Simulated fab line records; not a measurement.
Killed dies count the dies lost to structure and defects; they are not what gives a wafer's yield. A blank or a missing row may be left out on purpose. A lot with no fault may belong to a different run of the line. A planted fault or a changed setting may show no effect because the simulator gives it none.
fab line records	flow nandHarc
record: lots: 5	wafers: 15	lastDay: 25
route steps=1159 shown A_CONTACT@890 END@1159
lots that met no fault: taken from a fault-free run of the same line
startH: start of the lot's first displayed wafer, in hours after the record's first day	waitH: hours since the lot's step before	" as in the row above	L1.1+2: a single row standing in for several wafers	- no value present, or no start provided	* or withheld: withheld	< > ~ a bound
route shown NAME@n: names a module that has steps shown in the file, with the first one's number in the route	usual: mean/standard deviation taken from wafers without a fault	same: alike in all rows	chamber/n: place in a boat	sites: each site's reading	_std_site: how widely they spread, as a standard deviation	_edge_site: inner sites' mean taken away from outer sites' mean	radiusMm: how far each site lies from the wafer's centre	mask NAME#n: copy n	behind: the most recent tool/chamber to have shaped the wafer	hold: cause of the lot's hold/its duration in hours/its outcome	device: names the non-switching transistor (n, p or np)	end of line: the same wafers' tests at the end of the route	where a step has no rows: the recipe by itself	killed: not the wafer's yield, but the dies lost to structure and defects at the first sort	map: the dies of a wafer, with x for killed, . for not killed, _ for no die there
set.NAME: setting as actually run; set.NAME@STEP: the setting as run at that earlier step	model.NAME: the simulator's own value behind a step, which no gauge read
certain route steps with their lots: each step a table, each wafer a row
services: a tool's chamber out of use, with start hour (startH, from the record's first day; less than 0 if before it), hours out, and reason
== steps ==
step: NHARC_A_CONTACT_COAT_63
recipe: spinRpm: 1500	resistThkNm: 90
step: NHARC_A_CONTACT_SOFTBAKE_64
recipe: tempC: 105	timeS: 55
step: NHARC_A_CONTACT_EBR_65
step: NHARC_A_CONTACT_EXPOSE_66
recipe: na: 1.35	sigmaOuter: 0.8	doseMj: 59.02	maskId: A_CC_2
step: NHARC_A_CONTACT_PEB_67
recipe: pebTempC: 100	pebTimeS: 65
step: NHARC_A_CONTACT_DEVELOP_68
recipe: developTimeS: 35	devTempC: 23
step: NHARC_A_CONTACT_CD_MEAS_69
recipe: targetCdNm: 200	landingEnergyEv: 500
usual: cdNm: 200.4/0.6
lot.wafer	tool	chamber	startH	waitH	cdNm
L843.1	cdSem-01	0	396.75	-	200.3
L843.5	"	0	"	"	200.2
L843.6	"	0	"	"	200.5
L841.1	cdSem-01	0	398.46	-	200.8
L841.2	"	0	"	"	200.0
L841.4	"	0	"	"	200.8
L846.1	cdSem-01	0	426.64	-	199.8
L846.2	"	0	"	"	199.7
L846.4	"	0	"	"	200.3
L847.2	cdSem-03	0	435.40	-	200.6
L847.4	"	0	"	"	200.3
L847.6	"	0	"	"	200.2
L858.2	cdSem-01	0	492.55	-	201.0
L858.3	"	0	"	"	199.7
L858.5	"	0	"	"	201.0
step: NHARC_A_CONTACT_OVL_MEAS_70
usual: overlayXNm: 0.2/0.9	overlayYNm: 0.1/0.85
lot.wafer	tool	chamber	startH	waitH	overlayXNm	overlayYNm
L843.1	overlay-01	-	396.84	-	-1.0	-0.7
L843.5	"	-	"	"	-1.0	-1.0
L843.6	"	-	"	"	-0.5	-0.7
L841.1	overlay-02	-	398.55	-	1.8	0.2
L841.2	"	-	"	"	1.8	1.0
L841.4	"	-	"	"	2.0	0.5
L846.1	overlay-01	-	426.72	-	0.9	0.1
L846.2	"	-	"	"	-0.1	0.1
L846.4	"	-	"	"	0.8	-0.2
L847.2	overlay-02	-	435.49	-	0.0	0.3
L847.4	"	-	"	"	0.8	0.0
L847.6	"	-	"	"	0.8	-0.2
L858.2	overlay-01	-	492.64	-	0.1	-1.1
L858.3	"	-	"	"	0.3	-1.3
L858.5	"	-	"	"	-0.1	-0.9
step: NHARC_A_CONTACT_INSPECT_71
usual: rawDefectCount: 27/14
lot.wafer	tool	chamber	startH	waitH	rawDefectCount
L843.1	defectInspect-02	-	396.89	0.1	13
L843.5	"	-	"	"	11
L843.6	"	-	"	"	5
L841.1	defectInspect-02	-	398.58	0.0	23
L841.2	"	-	"	"	22
L841.4	"	-	"	"	14
L846.1	defectInspect-01	-	426.76	0.0	20
L846.2	"	-	"	"	20
L846.4	"	-	"	"	24
L847.2	defectInspect-02	-	435.53	0.0	24
L847.4	"	-	"	"	27
L847.6	"	-	"	"	30
L858.2	defectInspect-01	-	492.68	0.0	14
L858.3	"	-	"	"	14
L858.5	"	-	"	"	12
step: NHARC_A_CONTACT_DESCUM_74
recipe: timeS: 3	o2FlowSccm: 200	arFlowSccm: 0	biasPowerW: 0	chemistry: O2
usual: drypumpMotorCurrentA: 5.8/0.55	oesProductAu: 1.005/0.011	rfVppV: 57.6/0.93	showerheadPlenumPTorr: 1.92/0.074	throttleValvePct: 11.311/0.0097
same: biasPowerW: 0
lot.wafer	tool	chamber	startH	waitH	drypumpMotorCurrentA	oesProductAu	rfHoursCounterH	rfVppV	showerheadPlenumPTorr	throttleValvePct
L843.1	rieDiel-07	0	396.97	0.1	6.6	1.003	63	56.3	1.83	11.304
L843.5	"	1	"	"	4.7	1.014	-	58.2	1.84	11.304
L843.6	"	2	"	"	6.0	1.007	-	58.0	1.99	11.309
L841.4	rieDiel-13	2	398.64	0.1	6.1	1.011	20	58.0	1.81	11.319
L841.2	"	3	"	"	6.2	0.992	21	58.2	1.98	11.307
L841.1	"	0	"	"	5.6	0.992	23	57.4	1.91	11.313
L846.4	rieDiel-07	0	426.96	0.2	6.7	1.013	3	56.2	1.83	11.310
L846.1	"	1	"	"	4.8	0.992	3	57.6	1.84	11.314
L846.2	"	2	"	"	6.0	1.000	3	58.5	1.99	11.299
L847.4	rieDiel-13	0	435.60	0.1	5.6	1.000	30	57.5	1.91	11.294
L847.2	"	1	"	"	5.2	1.000	31	59.6	1.94	11.324
L847.6	"	0	"	"	5.5	0.991	-	56.3	1.91	11.329
L858.3	rieDiel-13	3	492.75	0.1	6.2	1.017	6	59.0	1.98	11.320
L858.2	"	0	"	"	5.5	0.993	6	57.4	1.91	11.312
L858.5	"	1	"	"	5.2	1.012	-	56.7	1.94	11.306
step: NHARC_A_CONTACT_ETCH_75
recipe: targetDepthA: 390	overEtchFrac: 0.3	timeS: 65	ionEnergyEv: 80	cf4FlowSccm: 150	arFlowSccm: 0	rfW: 300	biasW: 100	chemistry: CF4
usual: cf4FlowSccm: 150.0/0.42	drypumpMotorCurrentA: 5.8/0.55	oesProductAu: 1.007/0.013	rfVppV: 151.3/1.2	runLengthS: 85.9/0.35	showerheadPlenumPTorr: 1.77/0.064	throttleValvePct: 13.285/0.008
lot.wafer	tool	chamber	startH	waitH	cf4FlowSccm	drypumpMotorCurrentA	oesProductAu	rfHoursCounterH	rfVppV	runLengthS	showerheadPlenumPTorr	throttleValvePct
L843.1	rieDiel-07	1	397.05	0.1	149.9	4.8	1.006	63	150.3	85.7	1.71	13.278
L843.5	"	1	"	"	149.2	4.7	1.010	-	149.9	85.8	1.71	13.292
L843.6	"	0	"	"	150.0	6.8	1.002	-	150.0	85.3	1.70	13.275
L841.2	rieDiel-13	2	398.73	0.1	149.3	6.0	1.030	20	151.7	86.2	1.68	13.289
L841.4	"	0	"	"	150.1	5.6	0.999	23	150.8	85.3	1.77	13.284
L841.1	"	1	"	"	149.6	5.2	1.019	23	150.7	86.5	1.79	13.272
L846.4	rieDiel-07	1	427.05	0.1	150.7	4.7	0.972	4	151.1	85.7	1.71	13.287
L846.1	"	2	"	"	150.1	6.0	0.990	3	153.1	85.8	1.83	13.286
L846.2	"	3	"	"	149.7	5.5	1.011	3	153.8	85.6	1.88	13.281
L847.2	rieDiel-13	0	435.67	0.1	149.5	5.5	0.999	30	151.6	85.5	1.77	13.272
L847.4	"	2	"	"	150.3	6.0	1.022	28	149.6	86.2	1.68	13.286
L847.6	"	1	"	"	149.9	5.2	1.019	-	152.8	86.4	1.79	13.270
L858.3	rieDiel-13	3	492.87	0.1	149.9	6.2	1.028	6	151.1	85.7	1.82	13.295
L858.2	"	1	"	"	150.3	5.2	1.029	5	152.2	85.8	1.79	13.282
L858.5	"	3	"	"	150.5	6.2	1.027	-	150.8	85.6	1.82	13.276
step: NHARC_A_CONTACT_ETCH_76
recipe: targetDepthA: 2600	overEtchFrac: 0.3	timeS: 475.3	ionEnergyEv: 200	n2FlowSccm: 150	h2FlowSccm: 150	arFlowSccm: 0	rfW: 400	biasW: 150	chemistry: N2/H2
usual: drypumpMotorCurrentA: 5.8/0.54	oesProductAu: 1.006/0.013	rfVppV: 430.6/2.4	runLengthS: 496.1/0.35	showerheadPlenumPTorr: 2.04/0.082	throttleValvePct: 14.172/0.0086
lot.wafer	tool	chamber	startH	waitH	drypumpMotorCurrentA	oesProductAu	rfHoursCounterH	rfVppV	runLengthS	showerheadPlenumPTorr	throttleValvePct
L843.1	rieDiel-07	0	-	-	6.7	0.991	63	427.5	495.7	1.95	14.178
L843.6	"	0	"	"	6.7	0.994	-	428.3	495.7	1.95	14.165
L843.5	"	1	"	"	4.7	1.008	-	428.9	496.5	1.96	14.168
L841.4	rieDiel-13	1	-	-	5.2	1.011	23	429.9	496.3	2.07	14.170
L841.1	"	3	"	"	6.2	0.995	22	432.5	496.3	2.12	14.176
L841.2	"	0	"	"	5.5	0.993	23	431.1	495.5	2.04	14.164
L846.2	rieDiel-07	2	-	-	6.0	0.992	3	432.9	496.7	2.12	14.173
L846.4	"	3	"	"	5.5	1.001	3	434.6	495.7	2.18	14.163
L846.1	"	1	"	"	4.7	0.981	4	428.8	496.0	1.96	14.152
L847.4	rieDiel-13	3	-	-	6.2	0.998	29	432.3	496.1	2.11	14.155
L847.2	"	2	"	"	6.0	1.007	28	425.3	496.5	1.93	14.170
L847.6	"	0	"	"	5.6	0.998	-	429.7	495.7	2.04	14.172
L858.3	rieDiel-13	0	-	-	5.6	0.979	6	430.2	495.6	2.03	14.165
L858.2	"	1	"	"	5.2	1.030	5	431.1	496.3	2.07	14.165
L858.5	"	3	"	"	6.2	1.021	-	432.5	496.2	2.11	14.188
step: NHARC_A_CONTACT_ETCH_77
recipe: targetDepthA: 726	timeS: 36.3	cf4FlowSccm: 100	chf3FlowSccm: 30	arFlowSccm: 0	rfW: 500	biasW: 200	chemistry: CF4/CHF3
usual: cf4FlowSccm: 100.0/0.31	drypumpMotorCurrentA: 5.7/0.54	oesProductAu: 0.940/0.019	rfVppV: 370.8/2	runLengthS: 57.1/0.36	showerheadPlenumPTorr: 1.58/0.057	throttleValvePct: 16.803/0.0093
lot.wafer	tool	chamber	startH	waitH	cf4FlowSccm	drypumpMotorCurrentA	oesProductAu	rfHoursCounterH	rfVppV	runLengthS	showerheadPlenumPTorr	throttleValvePct
L843.1	rieDiel-07	0	397.57	-	99.4	6.7	0.961	63	368.4	56.5	1.51	16.800
L843.5	"	0	"	"	99.4	6.7	0.958	-	367.2	56.5	1.51	16.794
L843.6	"	1	"	"	99.3	4.8	0.972	-	368.3	57.1	1.52	16.812
L841.1	rieDiel-13	0	399.16	-	99.6	5.6	0.919	23	369.9	56.6	1.57	16.811
L841.2	"	1	"	"	99.9	5.2	0.941	23	371.1	58.0	1.60	16.800
L841.4	"	2	"	"	100.0	6.0	0.944	21	367.8	57.8	1.50	16.805
L846.1	rieDiel-07	1	427.57	-	100.1	4.7	0.942	4	369.1	57.2	1.52	16.797
L846.4	"	2	"	"	99.7	6.0	0.962	4	372.0	49.6	1.63	16.796
L846.2	"	0	"	"	99.5	6.7	0.958	4	369.9	48.3	1.51	16.815
L847.2	rieDiel-13	3	436.12	-	99.8	6.2	0.930	29	373.3	57.1	1.63	16.793
L847.4	"	0	"	"	99.8	5.6	0.932	31	371.0	56.7	1.57	16.824
L847.6	"	1	"	"	99.4	5.2	0.940	-	372.6	57.1	1.60	16.794
L858.2	rieDiel-13	3	493.31	-	99.8	6.2	0.932	6	371.4	57.1	1.62	16.808
L858.3	"	0	"	"	99.9	5.5	0.916	6	370.5	56.7	1.57	16.809
L858.5	"	0	"	"	99.7	5.6	0.907	-	370.2	56.6	1.57	16.813
step: NHARC_A_CONTACT_ETCH_78
recipe: targetDepthA: 28000	overEtchFrac: 0.3	timeS: 728	ionEnergyEv: 150	o2FlowSccm: 400	cosFlowSccm: 20	arFlowSccm: 0	rfW: 500	biasW: 300	chemistry: O2/COS
usual: drypumpMotorCurrentA: 5.8/0.54	oesProductAu: 1.006/0.012	rfVppV: 314.2/1.8	runLengthS: 748.8/0.33	showerheadPlenumPTorr: 3.12/0.11	throttleValvePct: 28.329/0.0099
lot.wafer	tool	chamber	startH	waitH	drypumpMotorCurrentA	oesProductAu	rfHoursCounterH	rfVppV	runLengthS	showerheadPlenumPTorr	throttleValvePct
L843.1	rieDiel-07	1	-	-	4.7	1.012	64	313.5	748.9	3.02	28.339
L843.6	"	0	"	"	6.7	1.006	-	310.8	748.2	2.99	28.310
L843.5	"	1	"	"	4.7	1.015	-	312.8	749.0	3.02	28.349
L841.1	rieDiel-13	1	-	-	5.3	1.009	23	313.6	749.3	3.17	28.330
L841.4	"	2	"	"	6.1	1.022	21	312.3	749.1	2.97	28.330
L841.2	"	3	"	"	6.2	0.992	22	315.7	748.8	3.23	28.343
L846.4	rieDiel-07	3	-	-	5.6	1.016	4	316.1	748.3	3.32	28.324
L846.2	"	1	"	"	4.8	0.985	4	312.8	748.7	3.01	28.320
L846.1	"	2	"	"	6.0	0.996	4	314.9	748.9	3.24	28.337
L847.2	rieDiel-13	2	-	-	6.0	1.007	28	311.9	749.2	2.96	28.325
L847.4	"	1	"	"	5.2	1.021	31	314.3	748.8	3.16	28.326
L847.6	"	3	"	"	6.2	0.999	-	315.5	748.6	3.23	28.342
L858.2	rieDiel-13	3	-	-	6.2	1.011	6	315.8	748.9	3.22	28.337
L858.3	"	1	"	"	5.3	1.029	5	314.1	749.3	3.16	28.339
L858.5	"	3	"	"	6.2	1.015	-	317.6	748.6	3.22	28.321
step: NHARC_END_SORT_01
recipe: tempC: 25
usual: killedAtArray: 27/12	killedAtOther: 0.9/1.1	killedAtPeriphery: 3.2/2.4	killedDies: 31/12	killedOpen: 3.3/1.7	killedShort: 2.0/1.6
same: grossDies: 677
lot.wafer	tool	chamber	startH	waitH	killedAtArray	killedAtOther	killedAtPeriphery	killedDies	killedOpen	killedShort
L843.1	prober-02	0	555.73	2.5	19	0	2	21	5	4
L843.5	prober-02	0	558.91	3.7	13	0	5	18	2	2
L843.6	prober-02	0	559.71	4.0	8	0	1	9	3	0
L846.1	prober-01	0	555.81	2.5	20	1	3	24	5	1
L846.2	prober-01	0	556.62	2.8	290	3	5	298	4	1
L846.4	prober-01	0	558.22	3.4	355	1	3	359	3	3
L847.2	prober-01	0	572.19	2.8	23	1	2	26	2	1
L847.4	prober-01	0	573.76	3.3	21	4	3	28	1	1
L847.6	prober-01	0	575.33	3.9	24	3	2	29	4	1
L858.2	prober-01	0	603.29	2.8	16	0	2	18	5	1
L858.3	prober-01	0	604.10	3.1	17	0	1	18	4	1
L858.5	prober-01	0	605.71	3.7	18	1	2	21	4	3
killed by level:class
L843.1 A_STAIRCASE:chamberFilmFlake=4 A_CHANNEL_HOLE_D1:chamberFilmFlake=3 A_CHANNEL_FILL_D1:geometricParticle:short=2 A_CONTACT:geometricParticle:open=2 A_ZERO_WELL:chamberFilmFlake=2 P_M1:geometricParticle:open=1 A_SOURCE_PLATE:geometricParticle:short=1 A_SGD_CUT:geometricParticle:open=1
L846.1 A_CHANNEL_HOLE_D1:chamberFilmFlake=13 A_SGD_CUT:geometricParticle:open=2 A_WL_FILL:chamberFilmFlake=2 P_GATE:geometricParticle:open=1 A_SOURCE_PLATE:geometricParticle:open=1 A_WL_FILL:geometricParticle:short=1 A_CONTACT:geometricParticle:open=1 P_STI:chamberFilmFlake=1
L846.2 A_CONTACT:areaEtch=273 A_CHANNEL_HOLE_D1:chamberFilmFlake=12 THIN_TSV:chamberFilmFlake=3 P_M1:chamberFilmFlake=2 A_WL_FILL:chamberFilmFlake=2 P_GATE:geometricParticle:open=1 P_M0:geometricParticle:open=1 A_WL_FILL:geometricParticle:short=1
L846.4 A_CONTACT:areaEtch=331 A_CHANNEL_HOLE_D1:chamberFilmFlake=18 A_WL_FILL:geometricParticle:open=2 P_STI:geometricParticle:short=1 A_CHANNEL_HOLE_D1:geometricParticle:short=1 A_WL_FILL:geometricParticle:short=1 A_BLC:geometricParticle:open=1 P_GATE:chamberFilmFlake=1
L843.5 P_GATE:chamberFilmFlake=5 A_ZERO_WELL:chamberFilmFlake=3 A_CHANNEL_HOLE_D1:chamberFilmFlake=2 A_ONON_D1:geometricParticle:short=1 A_WL_FILL:geometricParticle:short=1 A_WL_FILL:geometricParticle:open=1 A_CONTACT:geometricParticle:open=1 A_CHANNEL_FILL_D1:chamberFilmFlake=1
L843.6 A_CHANNEL_HOLE_D1:chamberFilmFlake=3 A_WL_FILL:geometricParticle:open=1 A_CONTACT:geometricParticle:open=1 A_M0:geometricParticle:open=1 P_STI:chamberFilmFlake=1 A_ZERO_WELL:chamberFilmFlake=1 A_WL_FILL:chamberFilmFlake=1
L847.2 A_CHANNEL_HOLE_D1:chamberFilmFlake=20 P_M0:geometricParticle:open=1 P_M1:geometricParticle:open=1 A_BONDPAD:geometricParticle:short=1 A_STAIRCASE:chamberFilmFlake=1 A_BLC:chamberFilmFlake=1 THIN_TSV:chamberFilmFlake=1
L847.4 A_CHANNEL_HOLE_D1:chamberFilmFlake=18 THIN_TSV:chamberFilmFlake=4 A_STAIRCASE:chamberFilmFlake=2 P_CONTACT:geometricParticle:short=1 P_CONTACT:geometricParticle:open=1 P_M1:chamberFilmFlake=1 A_CONTACT:chamberFilmFlake=1
L847.6 A_CHANNEL_HOLE_D1:chamberFilmFlake=17 A_STAIRCASE:chamberFilmFlake=3 THIN_TSV:chamberFilmFlake=3 P_CONTACT:geometricParticle:open=1 P_M0:geometricParticle:short=1 A_WL_FILL:geometricParticle:open=1 A_CONTACT:geometricParticle:open=1 A_BLC:geometricParticle:open=1
L858.2 A_CHANNEL_HOLE_D1:chamberFilmFlake=6 A_STAIRCASE:chamberFilmFlake=3 A_WL_FILL:chamberFilmFlake=2 P_GATE:geometricParticle:open=1 P_CONTACT:geometricParticle:open=1 A_STAIRCASE:geometricParticle:open=1 A_WL_FILL:geometricParticle:short=1 A_M0:geometricParticle:open=1
L858.3 A_CHANNEL_HOLE_D1:chamberFilmFlake=6 A_STAIRCASE:chamberFilmFlake=2 A_WL_FILL:chamberFilmFlake=2 A_SOURCE_PLATE:geometricParticle:open=1 A_ONON_D1:geometricParticle:open=1 A_ONON_D1:geometricParticle:short=1 A_CHANNEL_HOLE_D1:geometricParticle:open=1 A_SGD_CUT:geometricParticle:open=1
L858.5 A_STAIRCASE:chamberFilmFlake=6 A_CHANNEL_HOLE_D1:chamberFilmFlake=5 A_CHANNEL_FILL_D1:geometricParticle:open=2 P_M0:geometricParticle:open=1 A_CHANNEL_FILL_D1:geometricParticle:short=1 A_SGD_CUT:geometricParticle:short=1 A_M0:geometricParticle:open=1 STARTING-WAFER:geometricParticle:short=1
map L846.4 (x killed, . not)
____________.____________
_________.xx..x._________
_______x..xxxx.x.._______
______...xxx..x...x______
_____...xxxxx.xx...._____
____x...xxxx...x.x...____
____.x..xxxxx....x.x.____
___x.x...x..xx.x......___
___x.xx.xxxxxxxxx.....___
__..x.x.xxx.x.xx..x.x..__
__....xxxxxxx.x.xx....x__
_.xxxxxxxx.x...xxx.x...x_
_.xxxxxxxxxx..xx.xx.x..._
_.xx..xx.x..x..xxx...x.._
_..x..x.xx.xx..x...x.x.._
_x.xxx.x.x.xx.x.xxx..x.._
x..xx..xx.xx.x.x.xxx..x..
.xxxxxx.xxxxxxxxxxxx.....
.x..xx.xxxxx.xx.xx..xx...
xxxxx.xxx.xxxxxxx.......x
xx..xxxx.x.xxxx.xx..x....
_.x.xxxx..xxxx.xxx...x.._
_x.xxxxx.x.xx.x.x..x..xx_
_x.xxxx.xxxxx.xx....x.xx_
_.x.xxx..xx.xx...x.xx..._
_xx..xx.xx.xxxxx..xx...._
__.x.xxx..xxxxx..x.x...__
__..x.xxx.x.xxx.x.xxx..__
___.xx.x.x.xxxx.xxx...___
___..xxxxxx....xxx.x..___
____.xx.x.x...x.x..xx____
____xxxxxxx...xx.x...____
_____.x.xx..xx....x._____
______xxxxx.xx.....______
_______xx..x..xxx._______
_________....x.._________
____________.____________
map L843.1 (x killed, . not)
____________.____________
_________..x.x.._________
_______..........._______
______.............______
_____..............._____
____.................____
____............x....____
___...................___
___..x................___
__.....................__
__........x............__
_.............x..x......_
_................x......_
_..........x............_
_......................._
_......x................_
..............x.x........
.........................
..............x..........
.........................
.......................x.
_......................._
_......................._
_......................._
_...x..................._
_......................._
__.....................__
__...xx................__
___...................___
___...x......x........___
____...x.............____
____.................____
_____..............._____
______.............______
_______x.........._______
_________......._________
____________.____________
== services ==
tool	chamber	startH	hours	kind
rieDiel-13	0	383.04	-	clean
rieDiel-13	1	383.04	-	clean
rieDiel-13	2	383.04	-	clean
rieDiel-13	3	383.04	-	clean
rieDiel-07	-	405.26	9.0	pm
rieDiel-13	0	407.59	-	clean
rieDiel-13	1	407.59	-	clean
rieDiel-13	2	407.59	-	clean
rieDiel-13	3	407.59	-	clean
rieDiel-13	0	432.09	-	clean
rieDiel-13	1	432.09	-	clean
rieDiel-13	2	432.09	-	clean
rieDiel-13	3	432.09	-	clean
rieDiel-07	2	443.45	30.7	repair
rieDiel-07	0	448.96	4.0	repair
rieDiel-13	-	453.00	9.0	pm
rieDiel-13	0	453.00	9.0	ventCycle
rieDiel-13	1	453.00	9.0	ventCycle
rieDiel-13	2	453.00	9.0	ventCycle
rieDiel-13	3	453.00	9.0	ventCycle
rieDiel-13	0	462.00	-	clean
rieDiel-13	1	462.00	-	clean
rieDiel-13	2	462.00	-	clean
rieDiel-13	3	462.00	-	clean
== key ==
firstSign: step: NHARC_A_CONTACT_ETCH_77	reading: runLengthS	direction: down	sigmas: 22	usual: *	struck: *
effect: step: NHARC_END_SORT_01	reading: killedDies	direction: up	sigmas: 26	usual: 31	struck: 328
moreKillsBornAt: NHARC_A_CONTACT_ETCH_77@rieDiel-07: 604
metAt NHARC_A_CONTACT_ETCH_77
struckWafers L846.2,L846.4
testerLeftOut L846
onsetBetween 397.57 427.57
fault: kind: processParameterDrift	tool: rieDiel-07	chamber: -	onsetH: 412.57	steps: NHARC_A_CONTACT_ETCH_77	channel: timeS	offset: *	shape: step	endH: 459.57	scope: struckWafersOnly	actsIn: *	stated: *
testerLeftOut: of these lots the tester's yield and bins aren't shown, on N5 and GAA mostly nor the transistor test; their killed dies are dies lost to structure and defects alone, not to doping, threshold or leakage, so they don't give the yield
